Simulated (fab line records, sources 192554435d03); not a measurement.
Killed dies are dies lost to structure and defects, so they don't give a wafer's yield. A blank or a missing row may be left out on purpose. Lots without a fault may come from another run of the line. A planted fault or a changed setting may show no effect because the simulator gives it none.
Split-lot experiment | flow n5_finfet | 7 lots, 39 wafers read, on a route of 1938 steps

THE SPLIT
At N5_FIN_SAQP_HM_DEP_72 (deposits SiO2 from SiH4/N2O, target thk 12 nm, time 7.2 s), the setting time_s was moved away from the recipe's 7.2 s on 12 of the 39 wafers read, by -38.5% to +20.9%. The other wafers ran this setting at the recipe's value.

FROM THE SPLIT TO THE READING: what the file shows between them, 4 steps
- N5_FIN_SAQP_COAT_49: time 60 s, resist thk 100 nm
- N5_FIN_SAQP_COAT_50: time 60 s, resist thk 35 nm
- N5_FIN_SAQP_ETCH_52: etches SOC in N2/H2, target depth 100 nm, overetch 20 nm, time 150 s
- N5_FIN_SAQP_STRIP_53: strips in N2/H2

THE READING
etch.depth_nm (the simulator's own value, which no gauge read), in nm, at N5_FIN_SAQP_HM_OPEN_73 (chemistry CHF3/O2, target SiO2, stops on a-Si, target depth 12 nm, time 16.8 s). The file gives no usual value for it. The 27 wafers here that ran the recipe average 11.954 nm, standard deviation 0.12 nm.

wafer  | tool, chamber at the split | time_s as run, s | against the recipe | etch.depth_nm, nm | against lot-mates on the recipe
L074.1 | pecvd-02, 2                | 7.2              | recipe             | 11.87             | -
L074.2 | pecvd-02, 0                | 4.928            | -31.6%             | 8.064             | -3.839
L074.3 | pecvd-02, 1                | 7.2              | recipe             | 11.79             | -
L074.4 | pecvd-02, 1                | 4.928            | -31.6%             | 8.322             | -3.581
L074.5 | pecvd-02, 2                | 4.928            | -31.6%             | 8.022             | -3.881
L074.6 | pecvd-02, 0                | 7.2              | recipe             | 12.05             | -
L076.1 | pecvd-04, 1                | 4.88             | -32.2%             | 8.196             | -3.794
L076.2 | pecvd-04, 0                | 7.2              | recipe             | 11.86             | -
L076.3 | pecvd-04, 1                | 4.88             | -32.2%             | 8.207             | -3.783
L076.4 | pecvd-04, 0                | 4.88             | -32.2%             | 8.345             | -3.645
L076.5 | pecvd-04, 1                | 7.2              | recipe             | 11.94             | -
L076.6 | pecvd-04, 0                | 7.2              | recipe             | 12.17             | -
L081.2 | pecvd-02, 0                | 7.2              | recipe             | 11.92             | -
L081.4 | pecvd-02, 0                | 7.2              | recipe             | 11.98             | -
L081.6 | pecvd-02, 1                | 7.2              | recipe             | 12.07             | -
L084.1 | pecvd-04, 1                | 7.2              | recipe             | 12.05             | -
L084.2 | pecvd-04, 0                | 7.2              | recipe             | 11.91             | -
L084.3 | pecvd-04, 2                | 8.702            | +20.9%             | 14.48             | +2.490
L084.4 | pecvd-04, 0                | 8.702            | +20.9%             | 14.55             | +2.560
L084.5 | pecvd-04, 2                | 7.2              | recipe             | 12.01             | -
L084.6 | pecvd-04, 1                | 8.702            | +20.9%             | 14.6              | +2.610
L088.1 | pecvd-04, 2                | 7.2              | recipe             | 12.05             | -
L088.2 | pecvd-04, 1                | 4.43             | -38.5%             | 7.204             | -4.793
L088.3 | pecvd-04, 0                | 7.2              | recipe             | 11.95             | -
L088.4 | pecvd-04, 1                | 4.43             | -38.5%             | 7.361             | -4.636
L088.5 | pecvd-04, 2                | 4.43             | -38.5%             | 7.506             | -4.491
L088.6 | pecvd-04, 0                | 7.2              | recipe             | 11.99             | -
L093.1 | pecvd-02, 0                | 7.2              | recipe             | 11.84             | -
L093.2 | pecvd-02, 1                | 7.2              | recipe             | 12.07             | -
L093.3 | pecvd-02, 2                | 7.2              | recipe             | 11.88             | -
L093.4 | pecvd-02, 2                | 7.2              | recipe             | 12.21             | -
L093.5 | pecvd-02, 1                | 7.2              | recipe             | 11.92             | -
L093.6 | pecvd-02, 0                | 7.2              | recipe             | 12.15             | -
L097.1 | pecvd-04, 2                | 7.2              | recipe             | 11.86             | -
L097.6 | pecvd-04, 2                | 7.2              | recipe             | 11.86             | -
L097.2 | pecvd-04, 1                | 7.2              | recipe             | 11.69             | -
L097.3 | pecvd-04, 0                | 7.2              | recipe             | 11.82             | -
L097.4 | pecvd-04, 1                | 7.2              | recipe             | 11.91             | -
L097.5 | pecvd-04, 0                | 7.2              | recipe             | 11.93             | -

THE FIT
A straight line over all 39 wafers: etch.depth_nm changes by +0.119 nm for each +1% of time_s; r = +1.00; the points scatter about the line by 0.13 nm.
The same after taking each lot's own level away (the mean of its wafers on the recipe; 39 wafers): +0.12 nm for each +1%; r = +1.00; scatter 0.11 nm.
On that fit, the largest move of time_s shifts the reading by 4.6 nm.
The lots' own levels span 11.8450 to 12.0117 nm, that is 1.4 times the standard deviation above.
So the lot-to-lot level changes the slope little: the two slopes agree.
Check: with one of the wafers moved furthest among these (-38.5%) left out of the fit, the line predicts -4.56 nm for it against its lot-mates. It came out at -4.79 nm against them.

THE WHOLE CHAIN: every reading that the file lists as answering this split, in the file's order
step                   | what it does                                                                   | reading                                                                            | change (the file's fit)               | r (the file's)
N5_FIN_SAQP_HM_DEP_72  | deposits SiO2 from SiH4/N2O, target thk 12 nm, time 7.2 s                      | SiO2_of_FIN_SAQP_HM_DEP_72.thk_nm (the simulator's own value, which no gauge read) | +0.119 nm for each +1% of the setting | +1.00
N5_FIN_SAQP_HM_OPEN_73 | chemistry CHF3/O2, target SiO2, stops on a-Si, target depth 12 nm, time 16.8 s | etch.depth_nm (the simulator's own value, which no gauge read)                     | +0.119 nm for each +1% of the setting | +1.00

THE FILE'S OWN FIT
etch.depth_nm changes by +0.119 nm for each +1% of time_s, r = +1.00.
